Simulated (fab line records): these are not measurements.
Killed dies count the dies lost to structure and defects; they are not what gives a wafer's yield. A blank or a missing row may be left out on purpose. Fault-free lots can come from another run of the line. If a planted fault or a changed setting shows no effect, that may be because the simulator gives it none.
fab line records	flow n5_finfet
record: lots: 14	wafers: 42	last_day: 16
route steps=1938 shown BEOL_M7@1327 BEOL_M8@1336
lots untouched by any fault: they come from a run of this same line in which no faults occurred
start_h: the number of hours between the record's first day and the start of the first shown wafer of the lot	wait_h: hours since the lot's step before	" same as the row above	L1.1+2: a single row standing in for several wafers	- no value, or no start was given	* or withheld: withheld	< > ~ a bound
route shown NAME@n: names a module that has steps shown in the file, with the first one's number in the route	usual: mean/standard deviation taken from wafers without a fault	same: alike in all rows	chamber/n: place in a boat	sites: readings site by site	_std_site: standard deviation across them	_edge_site: mean of outer sites minus mean of inner sites	radius_mm: how far each site lies from the wafer's centre	mask NAME#n: copy n	behind: the tool/chamber that last shaped the wafer	hold: reason for holding the lot/hours on hold/outcome of the hold	device: which transistor (n, p or np) failed to switch	end of line: the route-end tests of the same wafers	a step without rows: its recipe alone	killed: dies lost to structure and defects at the first sort, not the wafer's yield	map: per-die view of a wafer (x killed, . not killed, _ where there is no die)
set.NAME: the setting as run; set.NAME@STEP: as run at that earlier step	model.NAME: the simulator's own value behind a step, which no gauge read
steps of the route over a sample of lots; a table a step, a row a wafer
services: from which hour (start_h, from the record's first day; less than 0 if before it) a tool's chamber was out of use, for how many hours, and why
== steps ==
step: N5_BEOL_M7_THK_MEAS_53
recipe: thk_meas_gauge: xrf	reads: Cu_of_BEOL_M7_ECD_50
usual: M7_THK: 79.8/1.9
lot.wafer	tool	chamber	start_h	wait_h	M7_THK[nm]
L854.1	film_metro-02	-	206.60	-	77.7
L854.3	"	-	"	"	80.9
L854.4	"	-	"	"	80.4
L855.2	film_metro-02	-	220.08	-	80.0
L855.3	"	-	"	"	79.6
L855.5	"	-	"	"	78.7
L856.2	film_metro-02	-	226.41	-	75.9
L856.5	"	-	"	"	77.8
L856.6	"	-	"	"	78.7
L860.1	film_metro-01	-	228.40	-	82.1
L860.5	"	-	"	"	80.9
L860.6	"	-	"	"	82.5
L858.1	film_metro-02	-	231.42	-	81.5
L858.3	"	-	"	"	77.8
L858.4	"	-	"	"	78.4
L857.1	film_metro-01	-	239.21	-	80.9
L857.5	"	-	"	"	79.6
L857.6	"	-	"	"	78.6
L862.2	film_metro-02	-	248.80	-	79.8
L862.4	"	-	"	"	78.8
L862.5	"	-	"	"	80.9
L863.2	film_metro-02	-	258.98	-	79.3
L863.5	"	-	"	"	77.2
L863.6	"	-	"	"	78.0
L864.2	film_metro-01	-	275.48	-	81.7
L864.3	"	-	"	"	79.2
L864.4	"	-	"	"	82.0
L866.4	film_metro-02	-	278.44	-	82.4
L866.5	"	-	"	"	83.1
L866.6	"	-	"	"	81.3
L868.1	film_metro-01	-	288.23	-	79.1
L868.3	"	-	"	"	76.9
L868.4	"	-	"	"	78.8
L869.1	film_metro-02	-	294.39	-	84.4
L869.4	"	-	"	"	83.4
L869.6	"	-	"	"	80.3
L871.4	film_metro-02	-	314.53	-	80.0
L871.5	"	-	"	"	78.8
L871.6	"	-	"	"	78.8
L873.1	film_metro-02	-	322.86	-	79.8
L873.4	"	-	"	"	76.2
L873.6	"	-	"	"	75.6
step: N5_BEOL_M8_HM_DEP_02
recipe: material: TiN	target_thk_a: 200	temp_c: 25	chamber_pressure_pa: 0.49996
usual: chamber_pressure_pa: 0.4999/0.00091	throttle_valve_pct: 30.5/1.1
lot.wafer	tool	chamber	start_h	wait_h	chamber_pressure_pa	throttle_valve_pct
L854.1	pvd_sputter-01	-	209.66	1.9	0.5001	30.4
L854.3	"	-	"	"	0.4988	31.0
L854.4	"	-	"	"	0.5004	32.6
L855.2	pvd_sputter-03	-	221.91	1.0	0.5019	28.8
L855.3	"	-	"	"	0.4991	31.1
L855.5	"	-	"	"	0.5009	31.2
L856.2	pvd_sputter-02	-	228.45	1.2	0.4996	29.6
L856.5	"	-	"	"	0.4991	30.2
L856.6	"	-	"	"	0.5011	29.7
L860.1	pvd_sputter-01	-	230.64	0.9	0.4992	30.2
L860.5	"	-	"	"	0.4987	31.5
L860.6	"	-	"	"	0.5006	30.3
L858.1	pvd_sputter-01	-	233.66	1.4	0.5000	30.2
L858.3	"	-	"	"	0.5006	31.4
L858.4	"	-	"	"	0.4998	32.7
L857.1	pvd_sputter-02	-	240.72	0.7	0.5004	30.3
L857.5	"	-	"	"	0.5014	30.3
L857.6	"	-	"	"	0.5000	31.0
L862.2	pvd_sputter-02	-	251.10	1.0	0.4994	30.7
L862.4	"	-	"	"	0.4995	30.5
L862.5	"	-	"	"	0.4990	29.9
L863.2	pvd_sputter-02	-	261.02	0.6	0.4984	30.3
L863.5	"	-	"	"	0.5006	29.5
L863.6	"	-	"	"	0.4981	30.2
L864.2	pvd_sputter-02	-	277.27	0.5	0.5007	30.3
L864.3	"	-	"	"	0.4995	30.8
L864.4	"	-	"	"	0.5001	29.6
L866.4	pvd_sputter-03	-	279.75	0.5	0.4998	30.7
L866.5	"	-	"	"	0.4999	31.1
L866.6	"	-	"	"	0.4996	28.7
L868.1	pvd_sputter-01	-	290.22	1.1	0.4988	30.0
L868.3	"	-	"	"	0.5002	31.4
L868.4	"	-	"	"	0.5001	30.4
L869.1	pvd_sputter-01	-	296.88	1.7	0.4994	31.4
L869.4	"	-	"	"	0.4990	30.4
L869.6	"	-	"	"	0.4989	30.0
L871.4	pvd_sputter-01	-	316.08	0.2	0.4996	33.0
L871.5	"	-	"	"	0.5000	30.3
L871.6	"	-	"	"	0.4992	30.5
L873.1	pvd_sputter-03	-	324.57	0.8	0.5015	28.7
L873.4	"	-	"	"	0.5006	28.5
L873.6	"	-	"	"	0.4994	30.4
step: N5_BEOL_M8_DESCUM_16
recipe: chemistry: O2	time_s: 7.9	source_power_w: 50	bias_power_w: 20	pressure_mtorr: 20	rf_frequency_hz: 2.712e+07	temp_c: 40	resist: CAR-ArF	o2_flow_sccm: 225
usual: bias_power_w: 20.01/0.063	drypump_motor_current_A: 5.6/0.52	oes_product_au: 0.78/0.088	rf_vpp_V: 242.7/1.4	showerhead_plenum_p_Torr: 2.07/0.073	throttle_valve_pct: 20.54/0.21
same: time_s: 7.9
lot.wafer	tool	chamber	start_h	wait_h	bias_power_w	drypump_motor_current_A	oes_product_au	rf_hours_counter_h	rf_vpp_V	showerhead_plenum_p_Torr	throttle_valve_pct
L854.1	rie_diel-06	3	210.25	0.0	20.01	5.1	0.91	23	242.1	2.06	20.33
L854.3	"	2	"	"	19.90	5.6	0.89	33	243.1	2.14	20.26
L854.4	"	1	"	"	19.99	5.6	0.72	-	240.9	1.92	20.79
L855.2	rie_diel-04	0	222.51	0.0	19.97	6.0	0.73	147	244.4	2.18	20.52
L855.3	"	3	"	"	20.07	4.9	0.72	173	242.1	2.00	20.75
L855.5	"	3	"	"	20.15	4.9	0.72	-	241.0	2.00	20.74
L856.2	rie_diel-05	1	229.44	0.4	20.14	6.1	0.72	217	240.7	1.97	20.63
L856.5	"	3	"	"	19.97	5.4	0.74	-	243.4	2.09	20.52
L856.6	"	0	"	"	20.00	5.7	0.71	-	243.7	2.08	20.84
L860.1	rie_diel-04	0	231.14	0.1	20.03	6.0	0.74	151	244.5	2.18	20.52
L860.5	"	0	"	"	20.04	6.1	0.74	-	244.1	2.18	20.52
L860.6	"	1	"	"	19.95	5.8	0.84	-	243.9	2.12	20.65
L858.1	rie_diel-06	1	234.28	0.1	20.02	5.7	0.71	201	240.8	1.92	20.78
L858.3	"	2	"	"	19.99	5.6	0.87	41	243.1	2.14	20.28
L858.4	"	3	"	"	19.89	5.1	0.88	30	241.9	2.06	20.33
L857.1	rie_diel-05	2	241.33	0.1	20.05	6.5	0.78	151	243.1	2.09	20.36
L857.5	"	0	"	"	19.97	5.7	0.71	-	241.4	2.08	20.85
L857.6	"	3	"	"	20.06	5.4	0.73	-	241.4	2.08	20.53
L862.2	rie_diel-04	0	252.40	0.7	20.11	6.0	0.73	160	244.3	2.17	20.55
L862.4	"	2	"	"	20.04	4.9	0.69	231	244.3	2.16	20.58
L862.5	"	2	"	"	20.00	4.9	0.69	-	245.5	2.15	20.57
L863.2	rie_diel-06	3	261.61	0.0	20.08	5.1	0.87	40	242.1	2.05	20.33
L863.5	"	3	"	"	20.04	5.1	0.86	-	243.0	2.05	20.36
L863.6	"	2	"	"	20.00	5.6	0.87	-	243.4	2.13	20.28
L864.2	rie_diel-05	0	277.73	0.0	20.00	5.8	0.71	219	243.6	2.07	20.87
L864.3	"	1	"	"	20.01	6.1	0.71	230	242.1	1.96	20.67
L864.4	"	2	"	"	20.07	6.5	0.76	166	242.8	2.09	20.39
L866.4	rie_diel-05	3	280.34	0.0	20.01	5.4	0.72	204	242.7	2.08	20.56
L866.5	"	2	"	"	19.97	6.5	0.76	-	242.7	2.09	20.39
L866.6	"	3	"	"	19.96	5.4	0.73	-	242.2	2.08	20.55
L868.1	rie_diel-04	0	290.81	0.0	19.99	6.0	0.72	173	244.1	2.17	20.57
L868.3	"	2	"	"	19.89	4.9	0.68	245	242.8	2.15	20.60
L868.4	"	1	"	"	20.06	5.8	0.81	88	243.4	2.11	20.68
L869.1	rie_diel-04	1	297.34	0.0	19.93	5.8	0.80	89	243.6	2.11	20.68
L869.4	"	0	"	"	20.03	6.0	0.71	175	245.4	2.17	20.57
L869.6	"	0	"	"	20.09	6.0	0.72	-	244.7	2.17	20.55
L871.4	rie_diel-04	1	316.68	0.0	19.93	5.8	0.81	-	243.4	2.11	20.67
L871.5	"	0	"	"	20.05	6.0	0.72	-	244.8	2.17	20.56
L871.6	"	3	"	"	19.98	4.9	0.70	-	240.7	1.99	20.78
L873.1	rie_diel-06	3	325.25	0.2	20.04	5.1	0.83	62	242.3	2.04	20.41
L873.4	"	0	"	"	20.02	6.4	0.90	35	241.7	2.04	20.23
L873.6	"	0	"	"	20.02	6.4	0.91	-	243.3	2.04	20.22
step: N5_BEOL_M8_ETCH_61
recipe: chemistry: CF4	target: SiARC	target_depth_a: 455	mask_material: CAR-ArF	time_s: 75.8	ion_energy_ev: 80	pressure_mtorr: 40	source_w: 545	bias_w: 36	Ar_flow_sccm: 100	cf4_flow_sccm: 100	ends: cleared
usual: bias_w: 36.00/0.097	cf4_flow_sccm: 100.02/0.29	drypump_motor_current_A: 5.6/0.52	etch_rf_on_time_s: 74.8/2.1	oes_product_au: 0.67/0.074	rf_vpp_V: 183.8/1.3	showerhead_plenum_p_Torr: 2.11/0.073	throttle_valve_pct: 15.69/0.23
lot.wafer	tool	chamber	start_h	wait_h	bias_w	cf4_flow_sccm	drypump_motor_current_A	etch_rf_on_time_s	oes_product_au	rf_hours_counter_h	rf_vpp_V	showerhead_plenum_p_Torr	throttle_valve_pct
L854.1	rie_diel-06	3	210.29	0.0	36.08	99.89	5.1	73.0	0.77	23	184.8	2.09	15.36
L854.3	"	2	"	"	36.03	99.63	5.6	72.4	0.77	33	185.7	2.17	15.36
L854.4	"	1	"	"	35.99	99.89	5.6	75.4	0.62	-	182.2	1.97	15.84
L855.2	rie_diel-04	0	222.54	0.0	35.88	99.85	6.0	74.8	0.64	147	186.3	2.23	15.77
L855.3	"	3	"	"	35.99	99.79	4.9	74.7	0.61	174	182.9	2.05	15.85
L855.5	"	3	"	"	35.78	99.97	4.9	74.2	0.62	-	182.0	2.05	15.86
L856.2	rie_diel-05	1	229.48	0.0	35.90	99.86	6.1	72.3	0.62	217	183.7	2.02	15.97
L856.5	"	3	"	"	35.94	100.23	5.4	71.6	0.65	-	183.9	2.12	15.64
L856.6	"	0	"	"	36.18	100.00	5.7	76.3	0.62	-	183.4	2.11	15.93
L860.1	rie_diel-04	0	231.17	0.0	35.92	99.82	6.0	74.3	0.64	151	186.5	2.23	15.78
L860.5	"	0	"	"	35.84	99.64	6.0	74.4	0.64	-	184.4	2.23	15.76
L860.6	"	1	"	"	36.02	100.29	5.8	73.7	0.73	-	183.7	2.18	15.82
L858.1	rie_diel-06	1	234.31	0.0	35.97	100.01	5.6	75.4	0.61	201	182.0	1.96	15.87
L858.3	"	2	"	"	35.94	99.64	5.6	72.9	0.75	41	187.0	2.17	15.36
L858.4	"	3	"	"	35.95	99.82	5.1	74.8	0.76	30	184.5	2.09	15.38
L857.1	rie_diel-05	2	241.36	0.0	35.95	99.92	6.5	74.7	0.66	151	182.4	2.13	15.56
L857.5	"	0	"	"	35.82	99.84	5.7	77.1	0.62	-	183.8	2.11	15.94
L857.6	"	3	"	"	36.12	99.76	5.4	71.5	0.65	-	185.6	2.12	15.62
L862.2	rie_diel-04	0	252.44	0.0	35.97	100.20	6.0	76.0	0.63	160	185.4	2.23	15.79
L862.4	"	2	"	"	35.96	99.84	4.9	80.8	0.57	231	184.4	2.20	15.78
L862.5	"	2	"	"	36.04	99.92	4.9	81.1	0.58	-	185.5	2.20	15.78
L863.2	rie_diel-06	3	261.65	0.0	36.19	100.43	5.1	75.8	0.73	40	183.0	2.09	15.41
L863.5	"	3	"	"	35.95	100.33	5.1	75.9	0.74	-	183.4	2.09	15.41
L863.6	"	2	"	"	36.19	100.13	5.6	73.6	0.75	-	185.5	2.17	15.37
L864.2	rie_diel-05	0	277.77	0.0	35.89	100.41	5.7	76.2	0.61	219	185.1	2.11	15.97
L864.3	"	1	"	"	35.98	99.72	6.2	72.0	0.62	230	181.7	2.02	16.00
L864.4	"	2	"	"	35.76	99.58	6.5	74.6	0.65	166	183.5	2.12	15.58
L866.4	rie_diel-05	3	280.37	0.0	35.91	100.69	5.4	72.0	0.64	204	183.8	2.11	15.69
L866.5	"	2	"	"	36.08	99.93	6.5	75.7	0.64	-	185.1	2.12	15.59
L866.6	"	3	"	"	35.97	100.14	5.4	72.3	0.63	-	185.0	2.11	15.67
L868.1	rie_diel-04	0	290.85	0.0	35.83	100.15	6.1	75.1	0.62	173	185.0	2.22	15.81
L868.3	"	2	"	"	35.97	100.04	4.8	79.2	0.57	245	184.0	2.19	15.81
L868.4	"	1	"	"	35.88	99.72	5.8	73.9	0.70	88	184.8	2.17	15.85
L869.1	rie_diel-04	1	297.38	0.0	36.04	100.17	5.8	74.4	0.69	89	184.6	2.17	15.86
L869.4	"	0	"	"	35.92	99.68	6.0	75.4	0.62	175	184.8	2.22	15.83
L869.6	"	0	"	"	36.02	100.03	6.0	75.2	0.62	-	183.9	2.22	15.83
L871.4	rie_diel-04	1	316.73	0.0	-	-	-	-	-	-	-	-	-
L871.5	"	0	"	"	-	-	-	-	-	-	-	-	-
L871.6	"	3	"	"	-	-	-	-	-	-	-	-	-
L873.1	rie_diel-06	3	325.28	0.0	-	-	-	-	-	-	-	-	-
L873.4	"	0	"	"	-	-	-	-	-	-	-	-	-
L873.6	"	0	"	"	-	-	-	-	-	-	-	-	-
step: N5_BEOL_M8_ETCH_62
recipe: chemistry: N2/H2	target: SOC	target_depth_a: 1100	overetch_a: 220	mask_material: SiARC	temp_c: 40	time_s: 165	ion_energy_ev: 200	pressure_mtorr: 30	source_w: 840	bias_w: 150	n2_flow_sccm: 200	h2_flow_sccm: 200
usual: bias_w: 150.0/0.42	chamber_pressure_mTorr: 29.998/0.028	drypump_motor_current_A: 5.6/0.52	oes_product_au: 0.66/0.071	rf_vpp_V: 523.1/2.7	showerhead_plenum_p_Torr: 2.51/0.093	throttle_valve_pct: 17.92/0.24
same: time_s: 165
lot.wafer	tool	chamber	start_h	wait_h	bias_w	chamber_pressure_mTorr	drypump_motor_current_A	oes_product_au	rf_hours_counter_h	rf_vpp_V	showerhead_plenum_p_Torr	throttle_valve_pct
L854.1	rie_diel-06	3	210.34	0.0	149.9	30.018	5.1	0.76	23	523.8	2.49	17.69
L854.3	"	2	"	"	149.6	29.988	5.6	0.75	33	524.9	2.57	17.45
L854.4	"	1	"	"	149.6	30.030	5.6	0.62	-	518.4	2.31	17.91
L855.2	rie_diel-04	0	222.60	0.0	150.4	30.010	6.0	0.62	148	527.8	2.66	18.12
L855.3	"	3	"	"	150.2	29.977	4.9	0.60	174	519.9	2.43	18.11
L855.5	"	3	"	"	149.8	29.982	4.9	0.60	-	520.6	2.43	18.13
L856.2	rie_diel-05	1	229.53	0.0	150.6	29.955	6.1	0.61	217	520.2	2.40	18.11
L856.5	"	3	"	"	150.1	29.996	5.4	0.63	-	523.9	2.51	17.70
L856.6	"	0	"	"	150.0	29.993	5.8	0.63	-	523.4	2.52	18.28
L860.1	rie_diel-04	0	231.23	0.0	150.0	30.007	6.0	0.63	151	527.7	2.66	18.15
L860.5	"	0	"	"	149.9	30.042	6.0	0.62	-	527.3	2.66	18.13
L860.6	"	1	"	"	150.2	29.972	5.8	0.71	-	523.0	2.58	18.04
L858.1	rie_diel-06	1	234.37	0.0	149.7	29.994	5.6	0.61	201	516.7	2.31	17.93
L858.3	"	2	"	"	149.9	30.018	5.6	0.73	41	525.0	2.57	17.46
L858.4	"	3	"	"	149.9	29.998	5.1	0.74	30	522.2	2.49	17.71
L857.1	rie_diel-05	2	241.42	0.0	150.4	30.001	6.5	0.66	151	524.9	2.55	17.80
L857.5	"	0	"	"	150.0	29.966	5.8	0.61	-	524.4	2.52	18.29
L857.6	"	3	"	"	150.7	29.991	5.4	0.62	-	523.0	2.50	17.68
L862.2	rie_diel-04	0	252.49	0.0	149.5	29.990	6.1	0.62	160	527.7	2.66	18.14
L862.4	"	2	"	"	150.3	29.978	4.9	0.59	231	526.8	2.61	17.92
L862.5	"	2	"	"	150.1	30.005	4.9	0.59	-	525.8	2.61	17.90
L863.2	rie_diel-06	3	261.70	0.0	150.4	29.947	5.1	0.73	40	522.5	2.48	17.73
L863.5	"	3	"	"	150.7	29.950	5.1	0.73	-	522.9	2.48	17.73
L863.6	"	2	"	"	150.7	29.994	5.6	0.73	-	525.2	2.56	17.48
L864.2	rie_diel-05	0	277.82	0.0	150.0	30.025	5.8	0.61	219	523.9	2.52	18.31
L864.3	"	1	"	"	150.0	30.031	6.1	0.60	230	519.6	2.40	18.12
L864.4	"	2	"	"	150.8	30.009	6.5	0.64	167	522.3	2.54	17.84
L866.4	rie_diel-05	3	280.43	0.0	150.4	29.980	5.4	0.61	204	524.8	2.50	17.73
L866.5	"	2	"	"	150.5	30.021	6.5	0.64	-	523.2	2.54	17.82
L866.6	"	3	"	"	150.4	29.954	5.4	0.61	-	525.0	2.50	17.71
L868.1	rie_diel-04	0	290.90	0.0	150.6	30.060	6.0	0.61	173	526.5	2.65	18.17
L868.3	"	2	"	"	150.5	30.033	4.9	0.58	245	525.5	2.61	17.94
L868.4	"	1	"	"	150.2	29.984	5.8	0.68	88	523.9	2.57	18.10
L869.1	rie_diel-04	1	297.43	0.0	150.9	30.023	5.8	0.68	90	524.6	2.56	18.10
L869.4	"	0	"	"	150.4	29.952	6.0	0.61	175	526.7	2.65	18.19
L869.6	"	0	"	"	150.3	29.929	6.0	0.61	-	525.5	2.65	18.18
L871.4	rie_diel-04	1	316.83	0.1	149.6	30.007	5.8	0.31	-	524.3	2.56	18.06
L871.5	"	0	"	"	150.1	29.965	6.0	0.27	-	525.6	2.65	18.15
L871.6	"	3	"	"	149.4	29.981	4.9	0.26	-	520.8	2.42	18.12
L873.1	rie_diel-06	3	325.34	0.0	149.7	29.988	5.1	0.31	62	521.8	2.47	17.69
L873.4	"	0	"	"	150.2	29.965	6.4	0.33	35	523.8	2.50	17.74
L873.6	"	0	"	"	150.2	29.966	6.5	0.34	-	522.9	2.50	17.78
step: N5_BEOL_M8_HM_OPEN_17
recipe: chemistry: Cl2/BCl3	target_depth_a: 200	overetch_a: 60	target: TiN	mask_material: SOC	ion_energy_ev: 150	pressure_mtorr: 10	icp_w: 1000	bias_w: 126	Cl2_flow_sccm: 53.25	bcl3_flow_sccm: 21.75	Ar_flow_sccm: 25
usual: bcl3_flow_sccm: 21.74/0.071	drypump_motor_current_A: 5.5/0.31	oes_product_au: 0.69/0.05	throttle_valve_pct: 22.02/0.15
lot.wafer	tool	chamber	start_h	wait_h	bcl3_flow_sccm	drypump_motor_current_A	oes_product_au	rf_hours_counter_h	throttle_valve_pct
L854.1	rie_metal-02	0	210.53	0.0	21.60	5.5	0.65	48	21.83
L854.3	"	1	"	"	21.66	5.7	0.77	-	22.15
L854.4	"	0	"	"	21.81	5.5	0.64	-	21.82
L855.2	rie_metal-01	0	222.79	0.0	21.71	5.3	0.74	17	22.00
L855.3	"	1	"	"	21.64	5.2	0.69	-	22.21
L855.5	"	0	"	"	21.67	5.4	0.74	-	21.99
L856.2	rie_metal-02	1	229.72	0.0	21.58	5.7	0.76	8	22.14
L856.5	"	1	"	"	21.63	5.7	0.76	-	22.13
L856.6	"	0	"	"	21.87	5.5	0.65	-	21.85
L860.1	rie_metal-02	1	231.42	0.0	21.68	5.8	0.75	8	22.16
L860.5	"	0	"	"	21.81	5.5	0.65	-	21.84
L860.6	"	1	"	"	21.66	5.8	0.75	-	22.19
L858.1	rie_metal-02	1	234.56	0.0	21.73	5.7	0.76	9	22.15
L858.3	"	1	"	"	21.71	5.7	0.77	-	22.14
L858.4	"	0	"	"	21.65	5.5	0.66	-	21.85
L857.1	rie_metal-02	0	241.61	0.0	21.75	5.5	0.64	50	21.84
L857.5	"	0	"	"	21.69	5.5	0.64	-	21.85
L857.6	"	1	"	"	21.72	5.7	0.76	-	22.16
L862.2	rie_metal-01	1	252.68	0.0	21.73	5.2	0.68	38	22.23
L862.4	"	0	"	"	21.80	5.4	0.73	-	22.01
L862.5	"	1	"	"	21.73	5.2	0.68	-	22.22
L863.2	rie_metal-03	0	261.89	0.0	21.79	6.0	0.62	68	22.09
L863.5	"	1	"	"	21.77	5.1	0.74	-	21.81
L863.6	"	0	"	"	21.74	6.0	0.63	-	22.08
L864.2	rie_metal-02	0	278.01	0.0	21.59	5.5	0.64	54	21.82
L864.3	"	0	"	"	21.65	5.5	0.65	-	21.83
L864.4	"	1	"	"	21.72	5.8	0.75	-	22.15
L866.4	rie_metal-03	1	280.64	0.1	21.75	5.2	0.72	-	21.85
L866.5	"	1	"	"	21.68	5.1	0.72	-	21.83
L866.6	"	0	"	"	21.75	6.0	0.62	-	22.10
L868.1	rie_metal-03	0	291.09	0.0	21.76	6.0	0.62	69	22.10
L868.3	"	1	"	"	21.73	5.1	0.73	-	21.84
L868.4	"	0	"	"	21.75	6.0	0.61	-	22.11
L869.1	rie_metal-03	1	297.62	0.0	21.73	5.1	0.73	19	21.83
L869.4	"	0	"	"	21.71	6.0	0.62	-	22.08
L869.6	"	0	"	"	21.70	6.0	0.62	-	22.09
L871.4	rie_metal-02	0	316.97	0.1	21.68	5.5	0.28	-	22.50
L871.5	"	0	"	"	21.88	5.5	0.28	-	22.48
L871.6	"	1	"	"	21.58	5.7	0.33	-	22.82
L873.1	rie_metal-02	1	325.52	0.0	21.73	5.8	0.31	17	22.83
L873.4	"	1	"	"	21.86	5.7	0.31	-	22.82
L873.6	"	1	"	"	21.78	5.8	0.32	-	22.82
step: N5_BEOL_M8_CD_MEAS_18
recipe: pitch_nm: 80	target_cd_nm: 40
usual: cd_nm: 39.8/0.55
lot.wafer	tool	chamber	start_h	wait_h	cd_nm
L854.1	cd_sem-01	-	210.75	0.0	39.6
L854.3	"	-	"	"	39.5
L854.4	"	-	"	"	40.2
L855.2	cd_sem-02	-	223.00	0.1	40.3
L855.3	"	-	"	"	40.4
L855.5	"	-	"	"	39.2
L856.2	cd_sem-03	-	229.90	0.1	40.3
L856.5	"	-	"	"	40.0
L856.6	"	-	"	"	40.5
L860.1	cd_sem-02	-	231.60	0.0	40.2
L860.5	"	-	"	"	39.7
L860.6	"	-	"	"	39.4
L858.1	cd_sem-03	-	234.74	0.0	38.8
L858.3	"	-	"	"	40.0
L858.4	"	-	"	"	39.5
L857.1	cd_sem-03	-	241.93	0.0	39.7
L857.5	"	-	"	"	39.2
L857.6	"	-	"	"	39.2
L862.2	cd_sem-01	-	252.89	0.1	40.7
L862.4	"	-	"	"	39.8
L862.5	"	-	"	"	39.5
L863.2	cd_sem-03	-	262.10	0.1	39.0
L863.5	"	-	"	"	39.2
L863.6	"	-	"	"	39.4
L864.2	cd_sem-01	-	278.27	0.1	40.4
L864.3	"	-	"	"	40.3
L864.4	"	-	"	"	39.5
L866.4	cd_sem-03	-	280.84	0.1	39.5
L866.5	"	-	"	"	39.5
L866.6	"	-	"	"	39.7
L868.1	cd_sem-03	-	291.27	0.0	39.8
L868.3	"	-	"	"	40.1
L868.4	"	-	"	"	41.2
L869.1	cd_sem-01	-	297.90	0.0	40.1
L869.4	"	-	"	"	40.3
L869.6	"	-	"	"	40.3
L871.4	cd_sem-03	-	317.13	0.0	-
L871.5	"	-	"	"	-
L871.6	"	-	"	"	-
L873.1	cd_sem-03	-	325.76	0.0	-
L873.4	"	-	"	"	-
L873.6	"	-	"	"	-
== services ==
tool	chamber	start_h	hours	kind
rie_diel-04	3	191.39	5.6	repair
rie_metal-01	-	204.00	0.5	repair
rie_diel-06	0	204.57	-	clean
rie_diel-06	0	204.57	-	consumable_replace:focus_ring
rie_diel-06	0	204.57	14.5	scheduled_down
rie_diel-06	0	204.57	14.5	vent_cycle
rie_diel-05	-	219.24	0.6	repair
rie_diel-06	-	226.50	4.3	pm
pvd_sputter-02	-	238.19	1.5	repair
rie_diel-06	2	244.62	10.0	repair
rie_diel-05	1	249.20	16.5	repair
rie_diel-04	3	277.18	5.2	repair
rie_metal-02	-	281.58	1.0	repair
pvd_sputter-02	-	285.64	5.0	repair
rie_metal-02	-	293.50	1.4	pm
rie_diel-04	2	310.68	-	clean
rie_diel-04	2	310.68	-	consumable_replace:focus_ring
rie_metal-01	-	311.40	1.4	pm
== key ==
first_sign: step: N5_BEOL_M8_ETCH_61	reading: tool_record	direction: missing
effect: step: N5_BEOL_M8_ETCH_62	reading: oes_product_au	direction: down	sigmas: 5	usual: 0.66	struck: 0.30
effect: step: N5_BEOL_M8_HM_OPEN_17	reading: oes_product_au	direction: down	sigmas: 7.7	usual: 0.69	struck: 0.30
effect: step: N5_BEOL_M8_CD_MEAS_18	reading: cd_nm	direction: missing
met_at N5_BEOL_M8_ETCH_61
struck_lots L871,L873
later_rows_left_out L871.4,L871.5,L871.6,L873.1,L873.4,L873.6
sort_left_out L871.4,L871.5,L871.6,L873.1,L873.4,L873.6
not_acting_at N5_BEOL_M7_THK_MEAS_53,N5_BEOL_M8_HM_DEP_02,N5_BEOL_M8_DESCUM_16
onset_between 297.38 316.73
fault: kind: skipped_step_whole	tool: rie_diel-04,rie_diel-06	chamber: -	onset_h: 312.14	steps: N5_BEOL_M8_ETCH_61	scope: struck_lots_only
sort_left_out: the simulated sort isn't trusted on such a fault, so these wafers' sort isn't shown, and their yield isn't known
later_rows_left_out: the simulator's readings of these wafers behind a module that went badly wrong aren't trusted and aren't shown, but for the sort
